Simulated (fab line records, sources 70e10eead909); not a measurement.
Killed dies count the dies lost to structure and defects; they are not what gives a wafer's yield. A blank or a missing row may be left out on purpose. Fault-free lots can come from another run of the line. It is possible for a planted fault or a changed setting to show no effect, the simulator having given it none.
Matching of chambers    flow nandHarc    aldMetal-01 running NHARC_P_CONTACT_ALD_22: 4 sister chambers
The step deposits TiN, target thk 3 nm, pulse time 1 s, ald cycles 150. 14 wafers are shown with their chamber, then 7 later ones without.

== WAFERS, EACH WITH ITS CHAMBER ==
wafer   chamber  heaterPowerW (W)  precursorPulseHeightRel
L078.2  3        1160              0.978
L078.3  1        1081              0.985
L078.4  0        1088              1.010
L085.2  2        1132              0.980
L085.3  3        1181              1.032
L085.5  2        1094              1.006
L085.1  0        1115              1.009
L085.4  1        1086              0.973
L085.6  3        1198              0.986
L086.1  0        1067              0.971
L086.2  3        1181              0.992
L086.4  1        1072              1.009
L090.2  0        1081              1.017
L090.4  2        1084              1.026

SIGNATURES, as means of the wafers listed above
reading                  chamber 0  chamber 1  chamber 2  chamber 3  scatter within a chamber
heaterPowerW             1087.75    1079.67    1103.33    1180.00    18.2
precursorPulseHeightRel  1.00175    0.98900    1.00400    0.99700    0.0218
Rule: a wafer lies at a distance from a chamber equal to the root of the sum of squares, over the readings, of (its reading less the chamber's mean, divided by the reading's scatter). The wafer belongs to the nearest chamber; if the next one is less than 2 further off, it can't be placed. The scatter: take each reading less its chamber's mean, square it, sum over the shown wafers, divide by the number of wafers less the number of chambers, and take the root.

== WAFERS MISSING THEIR CHAMBER ==
wafer   heaterPowerW (W)  precursorPulseHeightRel
L090.6  1159              1.001
L090.1  1098              1.001
L090.3  1196              0.991
L090.5  1153              1.016
L096.2  1081              1.011
L096.5  1117              0.983
L096.6  1068              0.982

== EACH ONE'S CHAMBER ==
wafer   from the rows above           in truth
L090.6  can't be placed: 3 or 2       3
L090.1  can't be placed: 2 or 0 or 1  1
L090.3  3                             3
L090.5  can't be placed: 3 or 2 or 0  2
L096.2  can't be placed: 0 or 1 or 2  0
L096.5  can't be placed: 2 or 0 or 1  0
L096.6  can't be placed: 1 or 0 or 2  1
Correct placement for 1 of the 7. Cannot be placed on the basis of these rows: 6; the candidates contain the true chamber in 6. Wrongly placed: 0.
